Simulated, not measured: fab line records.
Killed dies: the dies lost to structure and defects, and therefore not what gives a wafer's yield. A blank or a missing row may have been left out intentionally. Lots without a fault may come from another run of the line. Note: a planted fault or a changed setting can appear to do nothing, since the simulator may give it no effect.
fab line records	flow nand-harc
record: lots: 14	wafers: 42	last-day: 24
route steps=1159 shown P_BONDPAD@375 A_ZERO_WELL@411 A_ONON_D1@438 END@1159
lots that met no fault: taken from a fault-free run of the same line
start-h: the number of hours between the record's first day and the start of the first shown wafer of the lot	wait-h: hours since the lot's step before	" identical to the entry in the row above	L1.1+2: several wafers, shown together as one row	- no value, or no start was given	* or withheld: withheld	< > ~ a bound
route shown NAME@n: NAME is a module with steps in the file, n the number in the route of the first one	usual: mean and standard deviation over wafers with no fault	same: alike in all rows	chamber/n: place in a boat	sites: each site's reading	_std_site: the standard deviation of these	_edge_site: the outer-site mean with the inner-site mean subtracted	radius-mm: how far each site lies from the wafer's centre	mask NAME#n: copy n	behind: the tool/chamber that last shaped the wafer	hold: cause of the lot's hold/its duration in hours/its outcome	device: names the non-switching transistor (n, p or np)	end of line: at the end of the route, the tests of the same wafers	for a step that has no rows: nothing shown but its recipe	killed: not the wafer's yield, but the dies lost to structure and defects at the first sort	map: a wafer's dies, marking killed ones x, the rest . and places with no die _
set.NAME: the setting as run; set.NAME@STEP: as run at that earlier step	model.NAME: the simulator's own value behind a step, which no gauge read
one table for each step of the route and one row for each wafer, over a sample of lots
services: a tool's chamber out of use, with start hour (start-h, from the record's first day; less than 0 if before it), hours out, and reason
== steps ==
step: NHARC_P_BONDPAD_PRE_CLEAN_26
recipe: time-s: 30	temp-c: 280	gas: H2/He
usual: heater-power-w: 442/50
lot.wafer	tool	chamber	start-h	wait-h	heater-power-w
L320.1	pvd-sputter-02	-	-	-	376
L320.2	"	-	"	"	405
L320.5	"	-	"	"	414
L323.4	pvd-sputter-01	-	-	-	493
L323.2	"	-	"	"	384
L323.6	"	-	"	"	495
L324.1	pvd-sputter-01	-	-	-	387
L324.3	"	-	"	"	432
L324.5	"	-	"	"	438
L326.4	pvd-sputter-03	-	-	-	437
L326.3	"	-	"	"	477
L326.5	"	-	"	"	496
L328.1	pvd-sputter-02	-	-	-	415
L328.5	"	-	"	"	420
L328.6	"	-	"	"	381
L327.2	pvd-sputter-02	-	-	-	418
L327.5	"	-	"	"	415
L327.6	"	-	"	"	377
L330.4	pvd-sputter-03	-	-	-	440
L330.1	"	-	"	"	448
L330.3	"	-	"	"	600
L334.3	pvd-sputter-02	-	-	-	369
L334.6	"	-	"	"	422
L334.5	"	-	"	"	406
L331.4	pvd-sputter-01	-	-	-	456
L331.5	"	-	"	"	443
L331.6	"	-	"	"	519
L333.4	pvd-sputter-02	-	-	-	393
L333.1	"	-	"	"	428
L333.6	"	-	"	"	432
L338.2	pvd-sputter-01	-	-	-	439
L338.6	"	-	"	"	446
L338.5	"	-	"	"	500
L340.4	pvd-sputter-02	-	-	-	429
L340.3	"	-	"	"	373
L340.6	"	-	"	"	426
L341.4	pvd-sputter-01	-	-	-	398
L341.1	"	-	"	"	443
L341.2	"	-	"	"	495
L342.4	pvd-sputter-03	-	-	-	436
L342.3	"	-	"	"	500
L342.2	"	-	"	"	446
step: NHARC_P_BONDPAD_ANNEAL_28
recipe: temp-c: 225	time-s: 90
usual: wafer_temp_C_max: 226.3/0.42
lot.wafer	tool	chamber	start-h	wait-h	wafer_temp_C_max
L320.1	rtp-anneal-01	0	140.89	0.3	226.9
L320.2	"	0	"	"	226.6
L320.5	"	0	"	"	227.0
L323.2	rtp-anneal-02	0	146.32	-	226.3
L323.4	"	0	"	"	226.2
L323.6	"	0	"	"	226.1
L324.1	rtp-anneal-01	0	154.36	-	226.6
L324.3	"	0	"	"	226.9
L324.5	"	0	"	"	226.5
L326.3	rtp-anneal-02	0	165.88	0.4	226.0
L326.4	"	0	"	"	225.9
L326.5	"	0	"	"	225.7
L328.1	rtp-anneal-02	0	176.33	0.3	226.6
L328.5	"	0	"	"	226.3
L328.6	"	0	"	"	225.9
L327.2	rtp-anneal-02	0	177.04	-	225.6
L327.5	"	0	"	"	225.9
L327.6	"	0	"	"	226.1
L330.1	rtp-anneal-02	0	191.94	-	225.5
L330.3	"	0	"	"	225.8
L330.4	"	0	"	"	226.0
L334.3	rtp-anneal-01	0	211.71	0.3	226.3
L334.5	"	0	"	"	226.3
L334.6	"	0	"	"	227.0
L331.4	rtp-anneal-01	0	212.41	0.4	226.7
L331.5	"	0	"	"	226.7
L331.6	"	0	"	"	227.7
L333.1	rtp-anneal-02	0	228.17	0.3	226.1
L333.4	"	0	"	"	225.8
L333.6	"	0	"	"	226.1
L338.2	rtp-anneal-02	0	243.30	0.4	226.4
L338.5	"	0	"	"	226.1
L338.6	"	0	"	"	225.8
L340.3	rtp-anneal-02	0	265.84	-	225.9
L340.4	"	0	"	"	225.8
L340.6	"	0	"	"	225.9
L341.1	rtp-anneal-02	0	266.81	-	226.4
L341.2	"	0	"	"	226.1
L341.4	"	0	"	"	226.1
L342.2	rtp-anneal-01	0	267.09	-	226.6
L342.3	"	0	"	"	227.0
L342.4	"	0	"	"	226.6
step: NHARC_A_ZERO_WELL_RTA_16
recipe: temp-c: 1000	time-s: 10
usual: lamp-power-pct: 31.7/2.1	wafer_temp_C_max: 1005.8/2
lot.wafer	tool	chamber	start-h	wait-h	lamp-power-pct	wafer_temp_C_max
L320.1	rtp-anneal-02	0	144.55	-	33.8	1003.3
L320.2	"	0	"	"	33.9	1005.1
L320.5	"	0	"	"	33.8	1003.6
L323.2	rtp-anneal-01	0	149.86	-	29.6	1006.1
L323.4	"	0	"	"	29.6	1006.7
L323.6	"	0	"	"	29.7	1006.8
L324.1	rtp-anneal-01	0	158.14	-	29.7	1007.7
L324.3	"	0	"	"	29.7	1007.0
L324.5	"	0	"	"	29.7	1009.5
L326.3	rtp-anneal-02	0	169.43	-	33.8	1002.8
L326.4	"	0	"	"	33.9	1005.4
L326.5	"	0	"	"	33.9	1005.0
L328.1	rtp-anneal-02	0	179.76	-	33.8	1004.3
L328.5	"	0	"	"	33.8	1004.4
L328.6	"	0	"	"	33.8	1003.2
L327.2	rtp-anneal-01	0	180.50	-	29.6	1010.4
L327.5	"	0	"	"	29.6	1006.6
L327.6	"	0	"	"	29.6	1007.1
L330.1	rtp-anneal-02	0	195.27	-	33.9	1004.5
L330.3	"	0	"	"	33.8	1004.0
L330.4	"	0	"	"	33.8	1003.1
L334.3	rtp-anneal-01	0	215.05	-	29.7	1006.2
L334.5	"	0	"	"	29.7	1007.0
L334.6	"	0	"	"	29.6	1006.9
L331.4	rtp-anneal-02	0	215.82	-	33.8	1006.0
L331.5	"	0	"	"	33.8	1003.6
L331.6	"	0	"	"	33.8	1004.2
L333.1	rtp-anneal-02	0	231.70	-	33.8	1004.7
L333.4	"	0	"	"	33.8	1004.2
L333.6	"	0	"	"	33.8	1004.6
L338.2	rtp-anneal-01	0	246.76	-	29.6	1006.3
L338.5	"	0	"	"	29.6	1005.6
L338.6	"	0	"	"	29.7	1009.7
L340.3	rtp-anneal-02	0	269.36	-	33.8	1004.6
L340.4	"	0	"	"	33.8	1003.9
L340.6	"	0	"	"	33.8	1003.7
L341.1	rtp-anneal-02	0	270.12	-	33.9	1003.3
L341.2	"	0	"	"	33.8	1003.0
L341.4	"	0	"	"	33.9	1004.2
L342.2	rtp-anneal-01	0	270.80	-	29.7	1007.5
L342.3	"	0	"	"	29.6	1007.1
L342.4	"	0	"	"	29.7	1005.5
step: NHARC_A_ONON_D1_DEP_19
recipe: target-thk-a: 10000	n2-flow-sccm: 2750	n2o-flow-sccm: 2000	nh3-flow-sccm: 500	sih4-flow-sccm: 210	temp-c: 400
usual: n2-flow-sccm: 2751/7.2
lot.wafer	tool	chamber	start-h	wait-h	n2-flow-sccm
L320.1	pecvd-onon-02	0	175.50	0.1	2743
L320.2	"	0	"	"	2755
L320.5	"	0	"	"	2749
L323.2	pecvd-onon-04	0	182.85	0.1	2751
L323.4	"	0	"	"	2754
L323.6	"	0	"	"	2763
L324.1	pecvd-onon-02	0	194.50	0.1	2758
L324.3	"	0	"	"	2748
L324.5	"	0	"	"	2744
L326.3	pecvd-onon-04	0	201.04	0.2	2749
L326.4	"	0	"	"	2755
L326.5	"	0	"	"	2757
L328.1	pecvd-onon-01	0	215.76	0.1	2752
L328.5	"	0	"	"	2755
L328.6	"	0	"	"	2751
L327.2	pecvd-onon-02	0	216.04	0.1	2742
L327.5	"	0	"	"	2757
L327.6	"	0	"	"	2752
L330.1	pecvd-onon-02	0	225.01	0.1	2762
L330.3	"	0	"	"	2750
L330.4	"	0	"	"	2738
L331.4	pecvd-onon-02	0	246.00	0.2	2749
L331.5	"	0	"	"	2753
L331.6	"	0	"	"	2757
L334.3	pecvd-onon-02	0	246.29	0.2	2749
L334.5	"	0	"	"	2748
L334.6	"	0	"	"	2748
L333.1	pecvd-onon-04	0	265.29	0.1	2760
L333.4	"	0	"	"	2758
L333.6	"	0	"	"	2750
L338.2	pecvd-onon-04	0	282.96	0.1	2751
L338.5	"	0	"	"	2757
L338.6	"	0	"	"	2749
L341.1	pecvd-onon-04	0	301.42	0.2	2758
L341.2	"	0	"	"	2759
L341.4	"	0	"	"	2767
L342.2	pecvd-onon-01	0	301.79	0.2	2744
L342.3	"	0	"	"	2745
L342.4	"	0	"	"	2747
L340.3	pecvd-onon-04	0	301.88	0.3	2750
L340.4	"	0	"	"	2746
L340.6	"	0	"	"	2741
step: NHARC_A_ONON_D1_THK_MEAS_21
recipe: thk-meas-gauge: ellipsometry
usual: thk-nm: 1001/8.4
lot.wafer	tool	chamber	start-h	wait-h	thk-nm
L320.1	film-metro-02	-	176.02	-	997
L320.2	"	-	"	"	998
L320.5	"	-	"	"	998
L323.2	film-metro-01	-	183.30	-	1005
L323.4	"	-	"	"	1006
L323.6	"	-	"	"	1003
L324.1	film-metro-01	-	195.01	-	1000
L324.3	"	-	"	"	1001
L324.5	"	-	"	"	999
L326.3	film-metro-01	-	201.44	-	1002
L326.4	"	-	"	"	1003
L326.5	"	-	"	"	1002
L328.1	film-metro-02	-	216.27	-	991
L328.5	"	-	"	"	992
L328.6	"	-	"	"	991
L327.2	film-metro-02	-	216.50	-	1003
L327.5	"	-	"	"	1004
L327.6	"	-	"	"	1001
L330.1	film-metro-01	-	225.52	-	997
L330.3	"	-	"	"	997
L330.4	"	-	"	"	998
L331.4	film-metro-01	-	246.33	-	1567
L331.5	"	-	"	"	1567
L331.6	"	-	"	"	1569
L334.3	film-metro-01	-	246.69	-	1579
L334.5	"	-	"	"	1576
L334.6	"	-	"	"	1577
L333.1	film-metro-01	-	265.80	-	1010
L333.4	"	-	"	"	1008
L333.6	"	-	"	"	1008
L338.2	film-metro-01	-	283.41	-	1012
L338.5	"	-	"	"	1014
L338.6	"	-	"	"	1012
L341.1	film-metro-02	-	301.93	-	1008
L341.2	"	-	"	"	1007
L341.4	"	-	"	"	1005
L342.2	film-metro-02	-	302.25	-	994
L342.3	"	-	"	"	993
L342.4	"	-	"	"	992
L340.3	film-metro-02	-	302.28	-	1007
L340.4	"	-	"	"	1007
L340.6	"	-	"	"	1007
step: NHARC_END_SORT_01
recipe: temp-c: 25
usual: killed-at-array: 26/8.6	killed-at-other: 0.7/0.97	killed-at-periphery: 3.2/2.2	killed-dies: 30/8.9	killed-open: 3.1/1.8	killed-short: 2.2/1.8
same: gross-dies: 677
lot.wafer	tool	chamber	start-h	wait-h	killed-at-array	killed-at-other	killed-at-periphery	killed-dies	killed-open	killed-short
L334.3	prober-02	0	513.76	3.1	677	0	0	677	8	0
L334.5	prober-02	0	515.34	3.7	676	1	0	677	2	1
L334.6	prober-02	0	516.13	4.0	675	0	2	677	5	3
killed by level:class
L334.3 A_ONON_D1:area-dep=618 A_CHANNEL_HOLE_D1:chamber-film-flake=24 A_SLIT:chamber-film-flake=19 A_STAIRCASE:chamber-film-flake=6 A_ONON_D1:geometric-particle:open=3 A_BLC:geometric-particle:open=3 A_WL_FILL:geometric-particle:open=1 A_CONTACT:geometric-particle:open=1
L334.5 A_ONON_D1:area-dep=634 A_CHANNEL_HOLE_D1:chamber-film-flake=17 A_SLIT:chamber-film-flake=12 A_STAIRCASE:chamber-film-flake=4 A_CONTACT:chamber-film-flake=4 A_WL_FILL:chamber-film-flake=3 A_CONTACT:geometric-particle:short=1 A_CONTACT:geometric-particle:open=1
L334.6 A_ONON_D1:area-dep=630 A_CHANNEL_HOLE_D1:chamber-film-flake=19 A_SLIT:chamber-film-flake=16 A_STAIRCASE:chamber-film-flake=2 P_M1:geometric-particle:open=1 P_M2:geometric-particle:open=1 A_SOURCE_PLATE:geometric-particle:open=1 A_CHANNEL_FILL_D1:geometric-particle:short=1
== services ==
tool	chamber	start-h	hours	kind
pvd-sputter-01	-	171.28	10.0	pm
pvd-sputter-03	-	183.89	4.5	repair
pecvd-onon-01	-	195.00	13.0	pm
pvd-sputter-02	-	213.63	2.5	repair
pvd-sputter-02	-	216.17	10.0	pm
pecvd-onon-04	-	237.00	13.0	pm
pvd-sputter-03	-	237.51	0.7	repair
pvd-sputter-01	-	264.67	0.5	repair
pvd-sputter-03	-	280.00	10.0	pm
pvd-sputter-02	-	289.10	0.5	repair
pecvd-onon-02	-	292.00	13.0	pm
rtp-anneal-02	-	300.00	12.0	pm
== key ==
first-sign: step: NHARC_A_ONON_D1_THK_MEAS_21	reading: thk-nm	direction: up	sigmas: 68	usual: 1001	struck: 1573
effect: step: NHARC_END_SORT_01	reading: killed-at-array	direction: up	sigmas: 75	usual: 26	struck: 676
more-kills-born-at: NHARC_A_ONON_D1_DEP_19@pecvd-onon-02: 1882
met-at NHARC_A_ONON_D1_DEP_19
struck-lots L331,L334
rows-end L331.4,L331.5,L331.6
later-rows-left-out L334.3,L334.5,L334.6
tester-left-out L334
not-acting-at NHARC_P_BONDPAD_PRE_CLEAN_26,NHARC_P_BONDPAD_ANNEAL_28,NHARC_A_ZERO_WELL_RTA_16
onset-between 225.01 246.00
fault: kind: process-parameter-drift	tool: pecvd-onon-02	chamber: -	onset-h: 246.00	steps: NHARC_A_ONON_D1_DEP_19	channel: target-thk-a	offset: *	shape: step	acts-in: *	stated: *
tester-left-out: of these lots the tester's yield and bins aren't shown, on N5 and GAA mostly nor the transistor test; their killed dies are dies lost to structure and defects alone, not to doping, threshold or leakage, so they don't give the yield
later-rows-left-out: the simulator's readings of these wafers behind a module that went badly wrong aren't trusted and aren't shown, but for the sort
rows-end: these wafers met a further fault down the route, and their rows from its step on are left out
